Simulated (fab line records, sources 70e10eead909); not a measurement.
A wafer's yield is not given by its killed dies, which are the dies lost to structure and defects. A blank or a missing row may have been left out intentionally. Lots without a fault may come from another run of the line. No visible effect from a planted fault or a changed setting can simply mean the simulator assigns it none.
Chamber matching :: flow nand harc :: rie diel-01 running NHARC_A_STAIRCASE_TRIM_220: 4 sister chambers
The step chemistry O2, time 211.2 s. 18 wafers are shown with their chamber, then 9 later ones without.

== WAFERS PAIRED WITH THEIR CHAMBERS ==
wafer: L074.1
chamber: 3
drypump motor current A (A): 5.79
showerhead plenum p Torr (Torr): 3.79
oes product au (a.u.): 1.003

wafer: L074.2
chamber: 2
drypump motor current A (A): 5.68
showerhead plenum p Torr (Torr): 3.30
oes product au (a.u.): 1.004

wafer: L074.4
chamber: 1
drypump motor current A (A): 6.37
showerhead plenum p Torr (Torr): 3.35
oes product au (a.u.): 0.996

wafer: L078.2
chamber: 2
drypump motor current A (A): 5.70
showerhead plenum p Torr (Torr): 3.29
oes product au (a.u.): 1.005

wafer: L078.4
chamber: 0
drypump motor current A (A): 5.42
showerhead plenum p Torr (Torr): 3.56
oes product au (a.u.): 1.009

wafer: L078.6
chamber: 2
drypump motor current A (A): 5.70
showerhead plenum p Torr (Torr): 3.29
oes product au (a.u.): 1.014

wafer: L078.1
chamber: 1
drypump motor current A (A): 6.38
showerhead plenum p Torr (Torr): 3.34
oes product au (a.u.): 1.004

wafer: L078.3
chamber: 3
drypump motor current A (A): 5.79
showerhead plenum p Torr (Torr): 3.78
oes product au (a.u.): 1.020

wafer: L078.5
chamber: 3
drypump motor current A (A): 5.80
showerhead plenum p Torr (Torr): 3.78
oes product au (a.u.): 0.998

wafer: L081.3
chamber: 0
drypump motor current A (A): 5.42
showerhead plenum p Torr (Torr): 3.55
oes product au (a.u.): 0.990

wafer: L081.4
chamber: 3
drypump motor current A (A): 5.80
showerhead plenum p Torr (Torr): 3.77
oes product au (a.u.): 1.007

wafer: L081.6
chamber: 3
drypump motor current A (A): 5.85
showerhead plenum p Torr (Torr): 3.77
oes product au (a.u.): 1.003

wafer: L086.3
chamber: 3
drypump motor current A (A): 5.80
showerhead plenum p Torr (Torr): 3.76
oes product au (a.u.): 1.011

wafer: L086.5
chamber: 0
drypump motor current A (A): 5.41
showerhead plenum p Torr (Torr): 3.54
oes product au (a.u.): 0.995

wafer: L086.6
chamber: 1
drypump motor current A (A): 6.39
showerhead plenum p Torr (Torr): 3.33
oes product au (a.u.): 1.008

wafer: L089.1
chamber: 3
drypump motor current A (A): 5.78
showerhead plenum p Torr (Torr): 3.76
oes product au (a.u.): 1.020

wafer: L089.3
chamber: 3
drypump motor current A (A): 5.82
showerhead plenum p Torr (Torr): 3.76
oes product au (a.u.): 1.023

wafer: L089.6
chamber: 2
drypump motor current A (A): 5.71
showerhead plenum p Torr (Torr): 3.27
oes product au (a.u.): 1.012

SIGNATURES (means of the wafers above)
reading: drypump motor current A
chamber 0: 5.4167
chamber 1: 6.3800
chamber 2: 5.6975
chamber 3: 5.8037
scatter within a chamber: 0.0172

reading: showerhead plenum p Torr
chamber 0: 3.5500
chamber 1: 3.3400
chamber 2: 3.2875
chamber 3: 3.7712
scatter within a chamber: 0.0112

reading: oes product au
chamber 0: 0.99800
chamber 1: 1.00267
chamber 2: 1.00875
chamber 3: 1.01062
scatter within a chamber: 0.00829
Rule: a wafer's distance from a chamber is the root of the sum, over the readings, of the square of ((its reading less the chamber's mean) divided by the reading's scatter). If the next closest chamber is less than 2 further off than the closest, the wafer can't be placed; otherwise it belongs to the closest. The scatter is the square root of a quotient: the sum, over the shown wafers, of each reading's squared deviation from its chamber's mean, divided by wafers minus chambers.

== WAFERS WHOSE CHAMBER IS MISSING ==
wafer: L093.1
drypump motor current A (A): 5.39
showerhead plenum p Torr (Torr): 3.54
oes product au (a.u.): 0.998

wafer: L093.2
drypump motor current A (A): 5.82
showerhead plenum p Torr (Torr): 3.75
oes product au (a.u.): 1.015

wafer: L093.3
drypump motor current A (A): 5.71
showerhead plenum p Torr (Torr): 3.26
oes product au (a.u.): 1.006

wafer: L094.1
drypump motor current A (A): 5.43
showerhead plenum p Torr (Torr): 3.54
oes product au (a.u.): 1.005

wafer: L094.2
drypump motor current A (A): 5.70
showerhead plenum p Torr (Torr): 3.26
oes product au (a.u.): 1.010

wafer: L094.4
drypump motor current A (A): 5.83
showerhead plenum p Torr (Torr): 3.75
oes product au (a.u.): 1.026

wafer: L097.2
drypump motor current A (A): 5.81
showerhead plenum p Torr (Torr): 3.74
oes product au (a.u.): 1.005

wafer: L097.3
drypump motor current A (A): 6.36
showerhead plenum p Torr (Torr): 3.31
oes product au (a.u.): 1.000

wafer: L097.6
drypump motor current A (A): 6.37
showerhead plenum p Torr (Torr): 3.31
oes product au (a.u.): 1.011

== THE CHAMBER EACH PASSED THROUGH ==
wafer: L093.1
from the rows above: 0
in truth: 0

wafer: L093.2
from the rows above: 3
in truth: 3

wafer: L093.3
from the rows above: 2
in truth: 2

wafer: L094.1
from the rows above: 0
in truth: 0

wafer: L094.2
from the rows above: 2
in truth: 2

wafer: L094.4
from the rows above: 3
in truth: 3

wafer: L097.2
from the rows above: 3
in truth: 3

wafer: L097.3
from the rows above: 1
in truth: 1

wafer: L097.6
from the rows above: 1
in truth: 1
Correct placement for 9 of the 9. Left unplaced by these rows: 0. Wrongly placed: 0.
